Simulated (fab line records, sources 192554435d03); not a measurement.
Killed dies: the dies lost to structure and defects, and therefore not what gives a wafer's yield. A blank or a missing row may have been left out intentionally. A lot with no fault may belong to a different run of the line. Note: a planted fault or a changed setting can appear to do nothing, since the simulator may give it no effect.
Which tool was responsible? | flow n5_finfet | Sampling: 11 lots, 31 wafers, 3 of 1938 route steps

## WHAT EACH GAUGE READ, for each wafer
N5_BEOL_M11_OVL_MEAS_29.
lot  | measured     | on         | V10_OVL (nm)
L115 | day 10 18:55 | overlay-01 | 0.0 0.3 0.2
L118 | day 11 14:04 | overlay-01 | 0.0 0.1 -0.6
L121 | day 12 08:06 | overlay-01 | 0.4 0.4 0.4
L122 | day 12 16:16 | overlay-01 | 10.0 9.1
L124 | day 13 06:56 | overlay-02 | 10.0 10.3 9.6
L125 | day 13 10:12 | overlay-01 | 8.6 9.2
L126 | day 13 19:34 | overlay-01 | 0.5 0.2 1.4
L128 | day 13 19:44 | overlay-02 | 0.8 -0.3 0.1
L132 | day 15 10:11 | overlay-01 | 0.3 -0.2 -0.3
L136 | day 16 10:02 | overlay-01 | -0.3 1.2 -0.4
L137 | day 17 10:04 | overlay-01 | 0.7 -0.4 1.4

## WHICH TOOL RAN EACH LOT (tool, then ch and the chambers of the sampled wafers, then the start)
lot  | N5_BEOL_M11_ETCH_61                | N5_BEOL_M11_EXPOSE_25
L115 | rie_diel-06 ch 1,2,3, day 10 17:28 | arfi_scanner-03 ch 0, day 10 18:45
L118 | rie_diel-01 ch 0,2, day 11 13:10   | arfi_scanner-03 ch 0, day 11 13:55
L121 | rie_diel-06 ch 0,2,3, day 12 05:35 | arfi_scanner-02 ch 0, day 12 07:56
L122 | rie_diel-06 ch 0,2, day 12 13:23   | arfi_scanner-03 ch 0, day 12 16:06
L124 | rie_diel-02 ch 0,1,2, day 13 05:35 | arfi_scanner-03 ch 0, day 13 06:46
L125 | rie_diel-02 ch 0,1, day 13 08:28   | arfi_scanner-03 ch 0, day 13 10:03
L126 | rie_diel-06 ch 0,1, day 13 17:53   | arfi_scanner-01 ch 0, day 13 19:24
L128 | rie_diel-02 ch 0,1,3, day 13 18:37 | arfi_scanner-02 ch 0, day 13 19:35
L132 | rie_diel-06 ch 2,3, day 15 09:19   | arfi_scanner-02 ch 0, day 15 10:02
L136 | rie_diel-01 ch 0,1,3, day 16 08:17 | arfi_scanner-02 ch 0, day 16 09:53
L137 | rie_diel-01 ch 0,2,3, day 17 09:03 | arfi_scanner-02 ch 0, day 17 09:55
- N5_BEOL_M11_ETCH_61: etches SiARC in CF4, target depth 39 nm, time 65 s.
- N5_BEOL_M11_EXPOSE_25: exposes mask V10.

## THE ANSWER, worked out from the rows above alone
Rule: the lots themselves supply what counts as usual. Put in order of their means at a reading, lots are off if they are a third of the lots or fewer, leave a main group of 4 or more, and stand apart from it by a gap of 3 or more times the standard deviation of the main group's means; of several such gaps the widest counts. The tables above print the reading to a certain number of digits; a main group whose means all agree to those digits is not used. Also off: a lot with no number at a reading for which 4 or more lots have one. All remaining lots with rows at the step are treated as sound.
Off: at N5_BEOL_M11_OVL_MEAS_29 (V10_OVL), L122, L124, L125. The main group has a mean of 0.2 nm with a standard deviation of 0.28.
If a tool, at a process step before that reading, ran all the lots that are off and no sound lot after the first of them, it fits. Those tools and the gauges at N5_BEOL_M11_OVL_MEAS_29 are tried in the same way. One candidate fits, namely arfi_scanner-03 at N5_BEOL_M11_EXPOSE_25. A fault onset in the window from L118 (day 11 13:55, its last sound lot) to L122 (day 12 16:06, its first lot off) fits.

## WHAT THE SIMULATOR HAD INSERTED
Scanner matching overlay: arfi_scanner-03, from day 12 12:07 on, at N5_BEOL_M11_EXPOSE_25. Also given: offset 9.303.
Shown lots that were struck: L122, L124, L125. Same finding as the rule above.
